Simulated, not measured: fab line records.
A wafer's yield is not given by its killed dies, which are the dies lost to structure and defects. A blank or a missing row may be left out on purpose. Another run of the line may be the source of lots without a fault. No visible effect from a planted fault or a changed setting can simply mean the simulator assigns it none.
Chamber matching :: flow n5-finfet :: N5_BEOL_M4_DEP_57 on pecvd-03: 3 sister chambers
The step deposits SiCN from 3MS/NH3, target thk 8 nm, time 14 s. 3 wafers are shown with their chamber, then 7 later ones without.

WAFERS, EACH WITH ITS CHAMBER
wafer: L088.2
chamber: 1
showerhead-plenum-p-Torr (Torr): 3.654

wafer: L089.4
chamber: 2
showerhead-plenum-p-Torr (Torr): 3.670

wafer: L091.4
chamber: 0
showerhead-plenum-p-Torr (Torr): 3.681

WAFERS WITHOUT THEIR CHAMBER
wafer: L091.6
showerhead-plenum-p-Torr (Torr): 3.678

wafer: L092.2
showerhead-plenum-p-Torr (Torr): 3.678

wafer: L092.4
showerhead-plenum-p-Torr (Torr): 3.661

wafer: L092.6
showerhead-plenum-p-Torr (Torr): 3.649

wafer: L094.1
showerhead-plenum-p-Torr (Torr): 3.659

wafer: L094.2
showerhead-plenum-p-Torr (Torr): 3.681

wafer: L094.3
showerhead-plenum-p-Torr (Torr): 3.662

WHICH CHAMBER EACH ONE RAN IN
wafer: L091.6
from the rows above: can't be placed: 0 or 2
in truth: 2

wafer: L092.2
from the rows above: can't be placed: 0 or 2
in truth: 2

wafer: L092.4
from the rows above: can't be placed: 1 or 2
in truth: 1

wafer: L092.6
from the rows above: 1
in truth: 1

wafer: L094.1
from the rows above: can't be placed: 1 or 2
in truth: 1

wafer: L094.2
from the rows above: 0
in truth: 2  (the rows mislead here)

wafer: L094.3
from the rows above: can't be placed: 1 or 2
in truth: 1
Placed correctly: 1 of 7. Cannot be placed on the basis of these rows: 5; the candidates contain the true chamber in 5. Placed wrongly: 1.
How it was worked out, from the rows above alone: a wafer's distance from a chamber is the root of the sum, over the readings, of the square of ((its reading less the chamber's mean) divided by the reading's scatter). The wafer belongs to the nearest chamber; if the next one is less than 2 further off, it can't be placed. For every chamber, the mean is computed from those of its wafers that are shown. The scatter (one wafer shown for each chamber): square how far every hidden wafer sits from the nearest shown wafer, average those squares and take the square root.
